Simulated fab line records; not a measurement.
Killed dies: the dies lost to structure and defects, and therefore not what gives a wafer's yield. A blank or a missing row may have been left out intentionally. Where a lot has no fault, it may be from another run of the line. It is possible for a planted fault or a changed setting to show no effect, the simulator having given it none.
What tool caused it? / flow nandHarc / Sampling: 12 lots, 36 wafers, 5 of 1302 route steps

== WHAT THE GAUGES SHOWED, per wafer ==
NHARC_END_SORT_01. Usual: killedAtArray 58, standard deviation 15; killedAtOther 0.8, standard deviation 1.2; killedAtPeriphery 3.5, standard deviation 2.5; killedDies 62, standard deviation 15; killedOpen 3.2, standard deviation 1.7; killedShort 2.4, standard deviation 1.5.
lot=L748; measured=day 27 07:34; on=prober-02; killedAtArray=676 674 677; killedAtOther=0 0 0; killedAtPeriphery=1 3 0; killedDies=677 677 677; killedOpen=1 1 4; killedShort=0 0 1; flag=OFF
lot=L749; measured=day 27 20:07; on=prober-02; killedAtArray=667 671 669; killedAtOther=2 1 1; killedAtPeriphery=8 5 7; killedDies=677 677 677; killedOpen=8 4 2; killedShort=3 3 2; flag=OFF
lot=L750; measured=day 28 04:44; on=prober-02; killedAtArray=670 671 671; killedAtOther=4 4 2; killedAtPeriphery=3 2 4; killedDies=677 677 677; killedOpen=3 4 3; killedShort=3 4 5; flag=OFF
lot=L751; measured=day 27 15:46; on=prober-01; killedAtArray=70 57 48; killedAtOther=0 0 0; killedAtPeriphery=11 4 5; killedDies=81 61 53; killedOpen=7 3 5; killedShort=4 3 1; flag=
lot=L757; measured=day 30 11:59; on=prober-01; killedAtArray=52 62 57; killedAtOther=1 0 2; killedAtPeriphery=3 2 3; killedDies=56 64 62; killedOpen=8 4 7; killedShort=1 3 1; flag=
lot=L756; measured=day 31 03:28; on=prober-01; killedAtArray=34 31 38; killedAtOther=4 1 2; killedAtPeriphery=2 2 3; killedDies=40 34 43; killedOpen=6 2 3; killedShort=2 2 3; flag=
lot=L759; measured=day 31 13:25; on=prober-01; killedAtArray=72 62 65; killedAtOther=0 1 0; killedAtPeriphery=0 5 4; killedDies=72 68 69; killedOpen=2 6 3; killedShort=1 3 1; flag=
lot=L761; measured=day 31 14:07; on=prober-02; killedAtArray=63 60 91; killedAtOther=0 1 0; killedAtPeriphery=3 1 5; killedDies=66 62 96; killedOpen=1 3 3; killedShort=1 1 4; flag=

== WHICH TOOL RAN EACH LOT (tool, then ch and the chambers of the sampled wafers, then the start) ==
lot=L748; NHARC_A_STAIRCASE_STRIP_171=plasmaAsher-01 ch 0,1, day 18 01:19; NHARC_A_STAIRCASE_TRIM_12=rieDiel-12 ch 0,2,3, day 18 03:04; NHARC_A_STAIRCASE_TRIM_14=rieDiel-12 ch 0,1,2, day 18 04:35 or earlier; NHARC_A_STAIRCASE_ETCH_15=rieDiel-12 ch 0,2,3, day 18 04:35
lot=L749; NHARC_A_STAIRCASE_STRIP_171=plasmaAsher-01 ch 0,1, day 18 09:58; NHARC_A_STAIRCASE_TRIM_12=rieDiel-12 ch 1,3, day 18 11:26; NHARC_A_STAIRCASE_TRIM_14=rieDiel-12 ch 1,2,3, day 18 11:50 or earlier; NHARC_A_STAIRCASE_ETCH_15=rieDiel-12 ch 0,1,3, day 18 11:50
lot=L750; NHARC_A_STAIRCASE_STRIP_171=plasmaAsher-02 ch 0,1, day 18 13:26; NHARC_A_STAIRCASE_TRIM_12=rieDiel-04 ch 2,3, day 18 15:04; NHARC_A_STAIRCASE_TRIM_14=rieDiel-04 ch 1,2,3, day 18 15:38 or earlier; NHARC_A_STAIRCASE_ETCH_15=rieDiel-04 ch 2,3, day 18 15:38
lot=L751; NHARC_A_STAIRCASE_STRIP_171=plasmaAsher-01 ch 0,1, day 18 22:55; NHARC_A_STAIRCASE_TRIM_12=rieDiel-11 ch 1,3, day 19 00:28; NHARC_A_STAIRCASE_TRIM_14=rieDiel-04 ch 0,1,2, day 19 00:53 or earlier; NHARC_A_STAIRCASE_ETCH_15=rieDiel-04 ch 0,1,3, day 19 00:53
lot=L757; NHARC_A_STAIRCASE_STRIP_171=plasmaAsher-02 ch 0,1, day 21 13:03; NHARC_A_STAIRCASE_TRIM_12=rieDiel-04 ch 0,2,3, day 21 14:33; NHARC_A_STAIRCASE_TRIM_14=rieDiel-04 ch 2,3, day 21 15:00 or earlier; NHARC_A_STAIRCASE_ETCH_15=rieDiel-04 ch 0,2, day 21 15:00
lot=L756; NHARC_A_STAIRCASE_STRIP_171=plasmaAsher-01 ch 0,1, day 22 03:52; NHARC_A_STAIRCASE_TRIM_12=rieDiel-04 ch 0,1,2, day 22 05:20; NHARC_A_STAIRCASE_TRIM_14=rieDiel-04 ch 1,2,3, day 22 05:43 or earlier; NHARC_A_STAIRCASE_ETCH_15=rieDiel-04 ch 0,1,2, day 22 05:43
lot=L759; NHARC_A_STAIRCASE_STRIP_171=plasmaAsher-01 ch 1, day 22 14:11; NHARC_A_STAIRCASE_TRIM_12=rieDiel-04 ch 2,3, day 22 15:51; NHARC_A_STAIRCASE_TRIM_14=rieDiel-04 ch 0,1,2, day 22 16:16 or earlier; NHARC_A_STAIRCASE_ETCH_15=rieDiel-04 ch 0,1, day 22 16:16
lot=L761; NHARC_A_STAIRCASE_STRIP_171=plasmaAsher-02 ch 0,1, day 23 04:11; NHARC_A_STAIRCASE_TRIM_12=rieDiel-04 ch 0,1,3, day 23 05:49; NHARC_A_STAIRCASE_TRIM_14=rieDiel-04 ch 1,2,3, day 23 06:11 or earlier; NHARC_A_STAIRCASE_ETCH_15=rieDiel-04 ch 1,3, day 23 06:11
lot=L760; NHARC_A_STAIRCASE_STRIP_171=plasmaAsher-01 ch 0,1, day 23 08:41; NHARC_A_STAIRCASE_TRIM_12=rieDiel-12 ch 0,1, day 23 10:26; NHARC_A_STAIRCASE_TRIM_14=rieDiel-12 ch 2,3, day 23 11:25 or earlier; NHARC_A_STAIRCASE_ETCH_15=rieDiel-12 ch 1,2, day 23 11:25
lot=L762; NHARC_A_STAIRCASE_STRIP_171=plasmaAsher-01 ch 0,1, day 23 17:23; NHARC_A_STAIRCASE_TRIM_12=rieDiel-04 ch 1,2,3, day 23 18:54; NHARC_A_STAIRCASE_TRIM_14=rieDiel-04 ch 0,1, day 23 19:16 or earlier; NHARC_A_STAIRCASE_ETCH_15=rieDiel-04 ch 1,3, day 23 19:16
lot=L763; NHARC_A_STAIRCASE_STRIP_171=plasmaAsher-01 ch 0, day 23 23:02; NHARC_A_STAIRCASE_TRIM_12=rieDiel-12 ch 1,3, day 24 00:35; NHARC_A_STAIRCASE_TRIM_14=rieDiel-12 ch 0,1, day 24 00:58 or earlier; NHARC_A_STAIRCASE_ETCH_15=rieDiel-12 ch 1,3, day 24 00:58
lot=L764; NHARC_A_STAIRCASE_STRIP_171=plasmaAsher-01 ch 0,1, day 26 08:28; NHARC_A_STAIRCASE_TRIM_12=rieDiel-04 ch 0,3, day 26 09:58; NHARC_A_STAIRCASE_TRIM_14=rieDiel-04 ch 0,1,3, day 26 10:37 or earlier; NHARC_A_STAIRCASE_ETCH_15=rieDiel-04 ch 1,2,3, day 26 10:37
- NHARC_A_STAIRCASE_STRIP_171: strips in O2.
- NHARC_A_STAIRCASE_TRIM_12: chemistry O2, time 211.2 s.
- NHARC_A_STAIRCASE_TRIM_14: chemistry O2, time 211.2 s.
- NHARC_A_STAIRCASE_ETCH_15: etches the open film in C4F8/O2, target depth 100 nm, time 40.5 s.

== AS READ BY THE TOOLS THEMSELVES (means over the sampled wafers that have a number; for cases with no such wafer, the mark the record gives instead) ==
NHARC_A_STAIRCASE_STRIP_171. Usual: drypumpMotorCurrentA 5.8 A, standard deviation 0.46; heaterPowerW 324 W, standard deviation 35.
lot=L748; tool=plasmaAsher-01; drypumpMotorCurrentA (A)=5.7; heaterPowerW (W)=291; flag=
lot=L749; tool=plasmaAsher-01; drypumpMotorCurrentA (A)=5.7; heaterPowerW (W)=315; flag=
lot=L750; tool=plasmaAsher-02; drypumpMotorCurrentA (A)=5.7; heaterPowerW (W)=360; flag=
lot=L751; tool=plasmaAsher-01; drypumpMotorCurrentA (A)=5.7; heaterPowerW (W)=292; flag=
lot=L757; tool=plasmaAsher-02; drypumpMotorCurrentA (A)=6.2; heaterPowerW (W)=352; flag=
lot=L756; tool=plasmaAsher-01; drypumpMotorCurrentA (A)=5.7; heaterPowerW (W)=316; flag=
lot=L759; tool=plasmaAsher-01; drypumpMotorCurrentA (A)=5.7; heaterPowerW (W)=273; flag=
lot=L761; tool=plasmaAsher-02; drypumpMotorCurrentA (A)=6.1; heaterPowerW (W)=348; flag=
lot=L760; tool=plasmaAsher-01; drypumpMotorCurrentA (A)=5.7; heaterPowerW (W)=312; flag=
lot=L762; tool=plasmaAsher-01; drypumpMotorCurrentA (A)=5.7; heaterPowerW (W)=287; flag=
lot=L763; tool=plasmaAsher-01; drypumpMotorCurrentA (A)=5.7; heaterPowerW (W)=330; flag=
lot=L764; tool=plasmaAsher-01; drypumpMotorCurrentA (A)=5.7; heaterPowerW (W)=290; flag=

NHARC_A_STAIRCASE_TRIM_12. Usual: drypumpMotorCurrentA 5.8 A, standard deviation 0.5; oesProductAu 0.997 a.u., standard deviation 0.0079; rfVppV 57.8 V, standard deviation 0.97; showerheadPlenumPTorr 3.55 Torr, standard deviation 0.13; throttleValvePct 17.036 %, standard deviation 0.0095.
lot=L748; tool=rieDiel-12; drypumpMotorCurrentA (A)=5.5; oesProductAu (a.u.)=0.995; rfVppV (V)=58.4; showerheadPlenumPTorr (Torr)=3.50; throttleValvePct (%)=17.038; flag=
lot=L749; tool=rieDiel-12; drypumpMotorCurrentA (A)=5.7; oesProductAu (a.u.)=0.995; rfVppV (V)=57.8; showerheadPlenumPTorr (Torr)=3.54; throttleValvePct (%)=17.039; flag=
lot=L750; tool=rieDiel-04; drypumpMotorCurrentA (A)=6.1; oesProductAu (a.u.)=0.997; rfVppV (V)=58.5; showerheadPlenumPTorr (Torr)=3.69; throttleValvePct (%)=17.042; flag=
lot=L751; tool=rieDiel-11; drypumpMotorCurrentA (A)=5.8; oesProductAu (a.u.)=0.996; rfVppV (V)=57.8; showerheadPlenumPTorr (Torr)=3.61; throttleValvePct (%)=17.040; flag=
lot=L757; tool=rieDiel-04; drypumpMotorCurrentA (A)=5.8; oesProductAu (a.u.)=1.002; rfVppV (V)=57.8; showerheadPlenumPTorr (Torr)=3.57; throttleValvePct (%)=17.029; flag=
lot=L756; tool=rieDiel-04; drypumpMotorCurrentA (A)=6.0; oesProductAu (a.u.)=0.998; rfVppV (V)=57.0; showerheadPlenumPTorr (Torr)=3.42; throttleValvePct (%)=17.035; flag=
lot=L759; tool=rieDiel-04; drypumpMotorCurrentA (A)=6.1; oesProductAu (a.u.)=0.994; rfVppV (V)=58.2; showerheadPlenumPTorr (Torr)=3.64; throttleValvePct (%)=17.044; flag=
lot=L761; tool=rieDiel-04; drypumpMotorCurrentA (A)=6.0; oesProductAu (a.u.)=0.990; rfVppV (V)=57.7; showerheadPlenumPTorr (Torr)=3.45; throttleValvePct (%)=17.036; flag=
lot=L760; tool=rieDiel-12; drypumpMotorCurrentA (A)=5.2; oesProductAu (a.u.)=0.991; rfVppV (V)=57.3; showerheadPlenumPTorr (Torr)=3.47; throttleValvePct (%)=17.035; flag=
lot=L762; tool=rieDiel-04; drypumpMotorCurrentA (A)=6.3; oesProductAu (a.u.)=0.999; rfVppV (V)=57.8; showerheadPlenumPTorr (Torr)=3.70; throttleValvePct (%)=17.032; flag=
lot=L763; tool=rieDiel-12; drypumpMotorCurrentA (A)=5.9; oesProductAu (a.u.)=0.991; rfVppV (V)=57.7; showerheadPlenumPTorr (Torr)=3.47; throttleValvePct (%)=17.040; flag=
lot=L764; tool=rieDiel-04; drypumpMotorCurrentA (A)=5.8; oesProductAu (a.u.)=1.000; rfVppV (V)=58.6; showerheadPlenumPTorr (Torr)=3.59; throttleValvePct (%)=17.033; flag=

NHARC_A_STAIRCASE_TRIM_14. Usual: drypumpMotorCurrentA 5.8 A, standard deviation 0.5; oesProductAu 0.998 a.u., standard deviation 0.0074; rfVppV 57.8 V, standard deviation 0.96; showerheadPlenumPTorr 3.54 Torr, standard deviation 0.14; throttleValvePct 17.036 %, standard deviation 0.0089.
lot=L748; tool=rieDiel-12; drypumpMotorCurrentA (A)=5.3; oesProductAu (a.u.)=1.003; rfVppV (V)=57.0; showerheadPlenumPTorr (Torr)=3.56; throttleValvePct (%)=17.028; flag=
lot=L749; tool=rieDiel-12; drypumpMotorCurrentA (A)=5.7; oesProductAu (a.u.)=0.992; rfVppV (V)=58.0; showerheadPlenumPTorr (Torr)=3.55; throttleValvePct (%)=17.031; flag=
lot=L750; tool=rieDiel-04; drypumpMotorCurrentA (A)=6.3; oesProductAu (a.u.)=0.991; rfVppV (V)=57.9; showerheadPlenumPTorr (Torr)=3.54; throttleValvePct (%)=17.035; flag=
lot=L751; tool=rieDiel-04; drypumpMotorCurrentA (A)=6.0; oesProductAu (a.u.)=0.994; rfVppV (V)=57.8; showerheadPlenumPTorr (Torr)=3.43; throttleValvePct (%)=17.034; flag=
lot=L757; tool=rieDiel-04; drypumpMotorCurrentA (A)=6.1; oesProductAu (a.u.)=1.000; rfVppV (V)=57.5; showerheadPlenumPTorr (Torr)=3.68; throttleValvePct (%)=17.034; flag=
lot=L756; tool=rieDiel-04; drypumpMotorCurrentA (A)=6.3; oesProductAu (a.u.)=1.001; rfVppV (V)=57.3; showerheadPlenumPTorr (Torr)=3.53; throttleValvePct (%)=17.027; flag=
lot=L759; tool=rieDiel-04; drypumpMotorCurrentA (A)=6.1; oesProductAu (a.u.)=0.993; rfVppV (V)=57.6; showerheadPlenumPTorr (Torr)=3.42; throttleValvePct (%)=17.040; flag=
lot=L761; tool=rieDiel-04; drypumpMotorCurrentA (A)=6.3; oesProductAu (a.u.)=0.997; rfVppV (V)=58.1; showerheadPlenumPTorr (Torr)=3.53; throttleValvePct (%)=17.043; flag=
lot=L760; tool=rieDiel-12; drypumpMotorCurrentA (A)=5.7; oesProductAu (a.u.)=0.988; rfVppV (V)=57.3; showerheadPlenumPTorr (Torr)=3.54; throttleValvePct (%)=17.042; flag=
lot=L762; tool=rieDiel-04; drypumpMotorCurrentA (A)=5.7; oesProductAu (a.u.)=0.996; rfVppV (V)=57.5; showerheadPlenumPTorr (Torr)=3.52; throttleValvePct (%)=17.035; flag=
lot=L763; tool=rieDiel-12; drypumpMotorCurrentA (A)=5.3; oesProductAu (a.u.)=0.995; rfVppV (V)=58.3; showerheadPlenumPTorr (Torr)=3.53; throttleValvePct (%)=17.044; flag=
lot=L764; tool=rieDiel-04; drypumpMotorCurrentA (A)=6.0; oesProductAu (a.u.)=1.003; rfVppV (V)=59.1; showerheadPlenumPTorr (Torr)=3.62; throttleValvePct (%)=17.036; flag=

NHARC_A_STAIRCASE_ETCH_15. Usual: biasW 1000.2 W, standard deviation 2.8; chamberPressureMTorr 25.000 mTorr, standard deviation 0.022; oesProductAu 0.941 a.u., standard deviation 0.011; rfVppV 897 V, standard deviation 5.2.
lot=L748; tool=rieDiel-12; biasW (W)=-; chamberPressureMTorr (mTorr)=-; oesProductAu (a.u.)=-; rfVppV (V)=-; flag=OFF
lot=L749; tool=rieDiel-12; biasW (W)=-; chamberPressureMTorr (mTorr)=-; oesProductAu (a.u.)=-; rfVppV (V)=-; flag=OFF
lot=L750; tool=rieDiel-04; biasW (W)=-; chamberPressureMTorr (mTorr)=-; oesProductAu (a.u.)=-; rfVppV (V)=-; flag=OFF
lot=L751; tool=rieDiel-04; biasW (W)=1002.1; chamberPressureMTorr (mTorr)=24.993; oesProductAu (a.u.)=0.965; rfVppV (V)=893; flag=
lot=L757; tool=rieDiel-04; biasW (W)=1002.7; chamberPressureMTorr (mTorr)=25.008; oesProductAu (a.u.)=0.945; rfVppV (V)=894; flag=
lot=L756; tool=rieDiel-04; biasW (W)=1000.7; chamberPressureMTorr (mTorr)=24.981; oesProductAu (a.u.)=0.940; rfVppV (V)=892; flag=
lot=L759; tool=rieDiel-04; biasW (W)=1000.5; chamberPressureMTorr (mTorr)=24.983; oesProductAu (a.u.)=0.930; rfVppV (V)=889; flag=
lot=L761; tool=rieDiel-04; biasW (W)=1000.1; chamberPressureMTorr (mTorr)=25.013; oesProductAu (a.u.)=0.950; rfVppV (V)=897; flag=
lot=L760; tool=rieDiel-12; biasW (W)=998.9; chamberPressureMTorr (mTorr)=24.995; oesProductAu (a.u.)=0.932; rfVppV (V)=898; flag=
lot=L762; tool=rieDiel-04; biasW (W)=1001.9; chamberPressureMTorr (mTorr)=24.986; oesProductAu (a.u.)=0.944; rfVppV (V)=905; flag=
lot=L763; tool=rieDiel-12; biasW (W)=998.3; chamberPressureMTorr (mTorr)=25.016; oesProductAu (a.u.)=0.935; rfVppV (V)=895; flag=
lot=L764; tool=rieDiel-04; biasW (W)=1001.6; chamberPressureMTorr (mTorr)=25.000; oesProductAu (a.u.)=0.937; rfVppV (V)=902; flag=

== THE ANSWER, worked out from the rows above alone ==
Rule: lot off if the mean of its wafers having a number is beyond 3 standard deviations from the usual mean. A lot without any number at a reading at which 4 lots or more have one is off too. All remaining lots with rows at the step are treated as sound. After the gauges, taken in route order, come the tools' own readings; for these a lot's mean is taken, as printed above. At the first step where some lot is off, the reading lying furthest off is the one used; lots without a number count as furthest.
Off: L748, L749, L750, at NHARC_END_SORT_01 (killedAtArray). Neither off nor sound, because the step has no rows for them: L760, L762, L763, L764.
A tool fits if, at a process step before that reading, it ran every lot that is off, and no sound lot after the first of them. Not tried: the gauges at NHARC_END_SORT_01; whatever is off there is also off at NHARC_A_STAIRCASE_ETCH_15, on other tools, and gauge error can't account for it. With no start given for some of its lots, NHARC_A_STAIRCASE_TRIM_14 uses the hours and lot order of NHARC_A_STAIRCASE_ETCH_15. No candidate that was tried fits.

== WHAT WAS PUT IN BY THE SIMULATOR ==
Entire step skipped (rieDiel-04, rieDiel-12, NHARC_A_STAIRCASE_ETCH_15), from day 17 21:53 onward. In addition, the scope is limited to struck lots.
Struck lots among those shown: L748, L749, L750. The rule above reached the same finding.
